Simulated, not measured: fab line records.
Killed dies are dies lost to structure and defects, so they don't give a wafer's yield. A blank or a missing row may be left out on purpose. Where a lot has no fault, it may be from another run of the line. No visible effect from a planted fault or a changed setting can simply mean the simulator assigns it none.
A struck lot beside a sound one    flow n5-finfet    15 out of 1938 route steps
Sound: wafers L955.1, L955.2, L955.4. Wafers L970.1, L970.2, L970.4 were the ones struck. The cause is given at the end.
Per side, at each step with rows, come the tool, then ch with its chambers, and then its first start. Under that, the readings that differ: sound wafers    struck wafers    difference of the means    sigmas: that difference in standard deviations of wafers without a fault.
alike: same words and numbers on both sides, and readings whose means sit less than 2 such deviations apart. not compared: any withheld reading, any reading some wafer has no value for, any bound like >300 that may hide the same value, and any number with overlapping values for which the record gives no deviation.
A row with sigmas, a row that says differs or no value, or rows on one side alone: a step with any of these is where the two part. Numbers that have no deviation but don't overlap get no sigmas and don't part them. A reading that every wafer of one side lacks parts them only if that side has two wafers or more.

first, 2 steps without rows for these wafers: N5_BEOL_M4_STRIP_65 (strips in N2/H2); N5_BEOL_M4_STRIP_75 (strips in N2/H2).
N5_BEOL_M4_STRIP_66: strips in CF4.
  sound on rie-diel-06 ch 0,1,3, day 8 12:01; struck on rie-diel-01 ch 0,2,3, day 12 04:49
  alike: drypump-motor-current-A, oes-product-au, rf-vpp-V, showerhead-plenum-p-Torr, throttle-valve-pct
  not compared: rf-hours-counter-h
N5_BEOL_M4_HM_OPEN_17: chemistry Cl2/BCl3, target TiN, target depth 20 nm, overetch 6 nm.
  sound on rie-metal-01 ch 1, day 8 12:04; struck on rie-metal-03 ch 0, day 12 04:52
  alike: bcl3-flow-sccm, drypump-motor-current-A, mfc-ar-sccm, oes-product-au, throttle-valve-pct
  not compared: rf-hours-counter-h
N5_BEOL_M4_STRIP_19: strips in O2.
  sound on rie-diel-06 ch 0,1,3, day 8 12:16; struck on rie-diel-06 ch 0,1,2, day 12 05:04
  alike: drypump-motor-current-A, o2-flow-sccm, oes-product-au, rf-vpp-V, showerhead-plenum-p-Torr, throttle-valve-pct
  not compared: rf-hours-counter-h
N5_BEOL_M4_CD_MEAS_18: pitch 36 nm, target cd 18 nm.
  sound: cd-sem-02 at day 8 12:20; struck: cd-sem-01 at day 12 05:08
  alike: cd-nm
then, 6 steps without rows for these wafers: N5_BEOL_M4_COAT_67 (time 60 s, resist thk 60 nm); N5_BEOL_M4_COAT_68 (time 60 s, resist thk 12 nm); N5_BEOL_M4_COAT_76 (time 60 s, resist thk 5 nm); N5_BEOL_M4_COAT_22 (resist thk 30 nm); N5_BEOL_M4_EBR_24; N5_BEOL_M4_SOFTBAKE_23 (time 60 s).
N5_BEOL_M4_EXPOSE_25: exposes mask V3, defocus 5 nm.
  sound on euv-scanner-01 ch 0, day 8 12:38; struck on euv-scanner-02 ch 0, day 12 05:18
reading               sound              struck             difference  sigmas
exposure-dose-mJ-cm2  62.81 62.82 62.80  64.98 64.87 64.95  +2.12       +31
  alike: mask
then, 1 step without rows for these wafers: N5_BEOL_M4_PEB_26 (peb time 60 s).
N5_BEOL_M4_RC_MEAS_101:
  sound on prober-01 ch 0, day 8 23:11; struck on prober-02 ch 0, day 12 15:53
  alike: DIBL_N, DIBL_P, IOFF_N, IOFF_P, ION_N, ION_P, SS_N, SS_P, VT_N, VT_P

WHERE THEY PART
At N5_BEOL_M4_EXPOSE_25 and nowhere else, as far as this record goes. Later steps at which nothing parts them and some readings are alike: N5_BEOL_M4_RC_MEAS_101.

WHY: the cause the simulator had injected
Drift in process parameters on euv-scanner-02 at N5_BEOL_M4_EXPOSE_25, starting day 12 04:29. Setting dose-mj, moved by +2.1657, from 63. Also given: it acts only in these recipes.
